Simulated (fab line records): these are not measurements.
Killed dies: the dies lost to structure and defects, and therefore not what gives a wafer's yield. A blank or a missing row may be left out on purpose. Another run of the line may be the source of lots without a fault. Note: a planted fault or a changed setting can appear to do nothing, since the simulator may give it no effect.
A lot that was struck, set against a sound lot ; flow n5 finfet ; 15 out of 1938 route steps
Sound: wafers L600.1, L600.3, L600.4. Struck: wafer L609.2. (L609.5, L609.6 of the same lot were not struck and are left out.) The cause comes at the end.
Each step with rows lists, per side, the tool, then ch with its chambers, then its first start. Under that, the readings that differ: sound wafers ; struck wafers ; difference of the means ; sigmas: that difference in standard deviations of wafers without a fault.
alike: same words and numbers on both sides, and readings whose means sit less than 2 such deviations apart. not compared: any withheld reading, any reading some wafer has no value for, any bound like >300 that may hide the same value, and any number with overlapping values for which the record gives no deviation.
Wherever a step has rows on one side only, a row that says differs or no value, or a row with sigmas, the two part there. Non-overlapping numbers with no deviation appear without sigmas and do not part them. Lack of a reading on every wafer of one side parts them only where that side has two or more wafers.

first, 8 steps without rows for these wafers: N5_BEOL_M7_COAT_64 (time 60 s, resist thk 12 nm); N5_BEOL_M7_COAT_71 (time 60 s, resist thk 5 nm); N5_BEOL_M7_COAT_22 (resist thk 30 nm); N5_BEOL_M7_EBR_24; N5_BEOL_M7_SOFTBAKE_23 (time 60 s); N5_BEOL_M7_EXPOSE_25 (exposes mask V6, target cd 40 nm); N5_BEOL_M7_PEB_26 (peb time 60 s); N5_BEOL_M7_DEVELOP_27 (develop time 30 s).
N5_BEOL_M7_CD_MEAS_28 targets a cd of 40 nm.
  sound on cd sem-02 ch 0, day 10 07:17; struck on cd sem-03 ch 0, day 12 18:05
  alike: cd nm
N5_BEOL_M7_OVL_MEAS_29:
  sound on overlay-02 ch 0, day 10 07:19; struck on overlay-02 ch 0, day 12 18:07
  alike: V6_OVL
N5_BEOL_M7_INSPECT_30: inspects for defects (brightfield).
  struck on defect inspect-02, day 12 18:10; sound on defect inspect-01, day 10 07:23
  alike: raw defect count
N5_BEOL_M7_DESCUM_33: chemistry O2, time 7 s.
  sound on rie diel-03 ch 0,1,2, day 10 07:25; struck on rie diel-01 ch 2, day 12 18:34
reading;sound;struck;difference;sigmas
oes product au (a.u.);0.72 0.74 0.72;0.89;+0.16;+3
rf hours counter h (h);166 168 187;47;-127;
  alike: drypump motor current A, rf fwd power W, rf vpp V, showerhead plenum p Torr, throttle valve pct
N5_BEOL_M7_ETCH_72: etches underlayer in N2/H2, target depth 6.5 nm, time 5.2 s.
  sound on rie diel-03 ch 0,1,2, day 10 07:27; struck on rie diel-01 ch 2, day 12 18:35
reading;sound;struck;difference;sigmas
etch rf on time s (s);5.34 5.27 5.29;3.21;-2.09;-19
oes product au (a.u.);0.61 0.63 0.61;0.99;+0.37;+7
rf hours counter h (h);166 168 187;47;-127;
rf vpp V (V);524.1 525.8 521.2;531.4;+7.7;+3
  alike: drypump motor current A, rf fwd power W, showerhead plenum p Torr, throttle valve pct
N5_BEOL_M7_ETCH_65: etches SiARC in CF4, target depth 15.6 nm, time 26 s.
  sound on rie diel-03 ch 0,1,2, day 10 07:28; struck on rie diel-01 ch 2, day 12 18:37
reading;sound;struck;difference;sigmas
oes product au (a.u.);0.62 0.63 0.63;0.75;+0.12;+2
rf hours counter h (h);166 168 187;47;-127;
  alike: drypump motor current A, etch rf on time s, rf fwd power W, rf vpp V, showerhead plenum p Torr, throttle valve pct
-- the record jumps here: 4 days lie between the struck wafers' starts before and after (it left off in module BEOL_M7 and takes up again in module PASSIVATION, whose first step shown is number 1936 of the route) --
N5_PASSIVATION_PROBE_49:
  record: rows for the struck wafers here (prober-01, day 16 08:15), none for the sound ones

== WHERE THEY PART ==
Last at N5_PASSIVATION_PROBE_49 as far as this record goes, first at N5_BEOL_M7_DESCUM_33.

WHY: what the simulator had put in
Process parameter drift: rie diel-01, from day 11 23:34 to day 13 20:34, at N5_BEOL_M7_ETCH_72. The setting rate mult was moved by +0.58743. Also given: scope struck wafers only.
